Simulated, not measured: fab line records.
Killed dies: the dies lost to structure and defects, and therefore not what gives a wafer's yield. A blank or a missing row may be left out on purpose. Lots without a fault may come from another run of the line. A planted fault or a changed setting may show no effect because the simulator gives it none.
Comparing a struck lot with a sound one + flow n5 finfet + 37 steps out of a route of 1938
Sound: wafers L198.1, L198.3, L198.6. Wafers L187.1, L187.4, L187.5 were the ones struck. The cause is named last.
At each step with rows: each side's tool, then ch and its chambers, then its first start. Under that, the readings that differ: sound wafers + struck wafers + difference of the means + sigmas: that difference in standard deviations of wafers without a fault.
alike: readings whose means differ by less than 2 such deviations, and words and numbers that are the same on both sides. not compared: withheld readings, readings that some wafer has no value for, bounds like >300 that may hide the same value, and numbers for which the record gives no deviation and whose values overlap.
A row with sigmas, a row that says differs or no value, or rows on one side alone: a step with any of these is where the two part. Numbers that have no deviation but don't overlap get no sigmas and don't part them. Lack of a reading on every wafer of one side parts them only where that side has two or more wafers.

first, 9 steps without rows for these wafers: N5_BEOL_M4_ANNEAL_95 (time 240 s); N5_BEOL_M4_SPUTTER_96 (material Cu, target thk 4.5 nm, time 8.29 s); N5_BEOL_M4_ECD_50 (material Cu, target thk 300 nm); N5_BEOL_M4_ANNEAL_51 (time 90 s); N5_BEOL_M4_CMP_52 (polishes, stops on SiOC, t overpolish 6.8 s, target thk 40 nm); N5_BEOL_M4_PRE_CLEAN_60 (time 15 s); N5_BEOL_M4_CO_CAP_55 (material Co, precursor CCTBA/H2, target thk 2 nm, time 102.1 s); N5_BEOL_M4_PRE_CLEAN_56 (time 15 s); N5_BEOL_M4_DEP_57 (deposits SiCN from 3MS/NH3, target thk 8 nm, time 14 s).
N5_BEOL_M4_RC_MEAS_101:
  sound on prober-02 ch 0, day 13 22:55; struck on prober-01 ch 0, day 11 16:16
| reading        | sound          | struck         | difference | sigmas |
|----------------|----------------|----------------|------------|--------|
| IOFF_P (nA/um) | 0.18 0.21 0.18 | 0.28 0.27 0.29 | +0.09      | +2     |
| VT_P (mV)      | -253 -250 -251 | -243 -244 -242 | +8         | +2     |
  alike: DIBL_N, DIBL_P, IOFF_N, ION_N, ION_P, SS_N, SS_P, VT_N
then, 24 steps without rows for these wafers: N5_BEOL_M5_ILD_DEP_00 (deposits SiCOH lowk from DEMS/porogen, target thk 140.64 nm, time 25.9 s); N5_BEOL_M5_CURE_79 (cures SiCOH lowk, time 240 s); N5_BEOL_M5_PECVD_70 (deposits SiO2 from TEOS/O2, target thk 16 nm, time 18 s); N5_BEOL_M5_HM_DEP_02 (deposits TiN, target thk 20 nm); N5_BEOL_M5_COAT_59 (time 60 s, resist thk 60 nm); N5_BEOL_M5_COAT_60 (time 60 s, resist thk 12 nm); N5_BEOL_M5_COAT_71 (time 60 s, resist thk 5 nm); N5_BEOL_M5_COAT_05 (resist thk 30 nm); N5_BEOL_M5_EBR_07; N5_BEOL_M5_SOFTBAKE_06 (time 60 s); N5_BEOL_M5_EXPOSE_08 (exposes mask M5, target cd 28 nm); N5_BEOL_M5_PEB_09 (peb time 60 s); N5_BEOL_M5_DEVELOP_10 (develop time 30 s); N5_BEOL_M5_DESCUM_16 (chemistry O2, time 7 s); N5_BEOL_M5_ETCH_72 (etches underlayer in N2/H2, target depth 6.5 nm, time 5.2 s); N5_BEOL_M5_ETCH_61 (etches SiARC in CF4, target depth 15.6 nm, time 26 s); N5_BEOL_M5_ETCH_62 (etches SOC in N2/H2, target depth 75 nm, overetch 15 nm, time 112.5 s); N5_BEOL_M5_STRIP_63 (strips in N2/H2); N5_BEOL_M5_STRIP_73 (strips in N2/H2); N5_BEOL_M5_STRIP_64 (strips in CF4); N5_BEOL_M5_HM_OPEN_17 (chemistry Cl2/BCl3, target TiN, target depth 20 nm, overetch 6 nm); N5_BEOL_M5_STRIP_19 (strips in O2); N5_BEOL_M5_COAT_65 (time 60 s, resist thk 60 nm); N5_BEOL_M5_COAT_66 (time 60 s, resist thk 12 nm).
-- here the record skips 4 days between the struck wafers' starts before and after, leaving off in module BEOL_M5 and picking up in module BEOL_M14 (first step shown: number 1763 of the route) --
N5_BEOL_M14_SPUTTER_44: material Ta, target thk 15 nm, time 24.19 s.
  struck on pvd sputter-01, day 15 07:47; sound on pvd sputter-02, day 17 00:28
  no value came back on the struck wafers for bias v (V), cathode dc power W (W), throttle valve pct (%); on the sound wafers bias v (V) reads 79.2 79.5 79.7
N5_BEOL_M14_CMP_49: polishes, stops on SiO2, t overpolish 5.2 s, target thk 560 nm.
  sound on cmp-01 ch 0,1,3, day 17 01:14; struck on cmp-02 ch 2,3, day 15 08:29
| reading                      | sound             | struck         | difference | sigmas |
|------------------------------|-------------------|----------------|------------|--------|
| barrier field endpoint s (s) | 11.57 11.27 11.05 | 5.63 5.51 5.57 | -5.73      | -20    |
  alike: motor current A, slurry filter dp kPa
N5_PASSIVATION_PROBE_49:
  struck on prober-02, day 16 04:32; sound on prober-02, day 17 23:08
| reading                  | sound          | struck         | difference | sigmas |
|--------------------------|----------------|----------------|------------|--------|
| defect limited yield (%) | 92.2 92.0 91.7 | 82.9 81.3 82.1 | -9.9       | -8     |
| killed_at_M4_up          | 10 13 15       | 131 140 103    | +112       | +24    |
| killed dies              | 92 94 98       | 202 221 211    | +117       | +7     |
| killed on rim            | 11 12 15       | 63 64 13       | +34        | +8     |
| sort_bin_5_function (%)  | 4.0 4.3 5.1    | 14.0 15.9 14.2 | +10.2      | +12    |
| sort n pass              | 1088 1086 1082 | 978 959 969    | -117       | -7     |
| sort yield pct (%)       | 92.2 92.0 91.7 | 82.9 81.3 82.1 | -9.9       | -8     |
  alike: killed_at_M0_to_M3, killed at contacts, killed at front end, killed at other, killed open, killed short, sort_bin_6_memory

## WHERE THEY PART
First at N5_BEOL_M4_RC_MEAS_101; last, within this record, at N5_PASSIVATION_PROBE_49.

WHY: whatever the simulator had introduced
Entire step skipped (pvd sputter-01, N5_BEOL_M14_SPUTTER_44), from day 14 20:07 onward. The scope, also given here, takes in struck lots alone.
